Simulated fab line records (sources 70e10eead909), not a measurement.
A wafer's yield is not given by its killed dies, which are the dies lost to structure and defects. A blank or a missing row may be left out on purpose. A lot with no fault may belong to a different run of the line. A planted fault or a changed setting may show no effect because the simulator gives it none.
Matching of chambers ; flow nand harc ; NHARC_P_GATE_DESCUM_31 on rie diel-04: 4 sister chambers
The step chemistry O2, time 3 s. 18 wafers are shown with their chamber, then 9 later ones without.

EACH WAFER AND ITS CHAMBER
wafer;chamber;drypump motor current A (A);rf vpp V (V);oes product au (a.u.)
L077.1;1;5.6;57.5;1.023
L077.3;3;5.2;57.4;1.003
L077.6;2;5.8;57.1;1.013
L078.3;2;5.8;56.8;1.022
L078.4;1;5.5;55.5;1.017
L078.5;1;5.6;57.8;1.008
L081.2;0;5.2;59.7;1.001
L081.3;1;5.6;57.3;1.011
L081.6;3;5.2;59.2;0.997
L084.1;2;5.9;55.8;0.999
L084.2;1;5.5;55.7;1.010
L084.5;2;5.8;56.2;1.005
L086.2;0;5.2;58.3;0.995
L086.3;3;5.2;58.8;0.996
L086.5;1;5.5;56.6;1.002
L089.2;3;5.2;57.8;1.008
L089.5;0;5.2;57.2;0.993
L089.6;3;5.2;58.7;0.991

SIGNATURES, as means of the wafers listed above
reading;chamber 0;chamber 1;chamber 2;chamber 3;scatter within a chamber
drypump motor current A;5.200;5.550;5.825;5.200;0.0401
rf vpp V;58.400;56.733;56.475;58.380;0.889
oes product au;0.99633;1.01183;1.00975;0.99900;0.00744
Rule: for each reading, subtract the chamber's mean from the wafer's reading, divide by that reading's scatter and square the result; add these up over the readings and take the root, which gives the wafer's distance from the chamber. The wafer belongs to the nearest chamber; if the next one is less than 2 further off, it can't be placed. How the scatter is found: for the shown wafers, subtract from each reading the mean of its chamber, square and add these, divide the total by (wafers less chambers), then take the root.

WAFERS MISSING THEIR CHAMBER
wafer;drypump motor current A (A);rf vpp V (V);oes product au (a.u.)
L092.2;5.2;58.4;0.994
L092.3;5.8;57.4;1.002
L092.4;5.2;60.1;0.988
L093.1;5.8;57.2;1.004
L093.4;5.2;58.1;0.991
L093.6;5.2;60.6;0.980
L096.1;5.8;57.4;1.001
L096.2;5.2;56.4;0.999
L096.6;5.8;57.1;1.004

CHAMBER TAKEN BY EACH
wafer;from the rows above;in truth
L092.2;can't be placed: 0 or 3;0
L092.3;2;2
L092.4;can't be placed: 0 or 3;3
L093.1;2;2
L093.4;can't be placed: 0 or 3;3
L093.6;can't be placed: 0 or 3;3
L096.1;2;2
L096.2;can't be placed: 3 or 0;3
L096.6;2;2
Correctly placed: 4 of 9. Unplaceable from these rows: 5, with the true chamber sitting among the candidates in 5. Placed wrongly: 0.
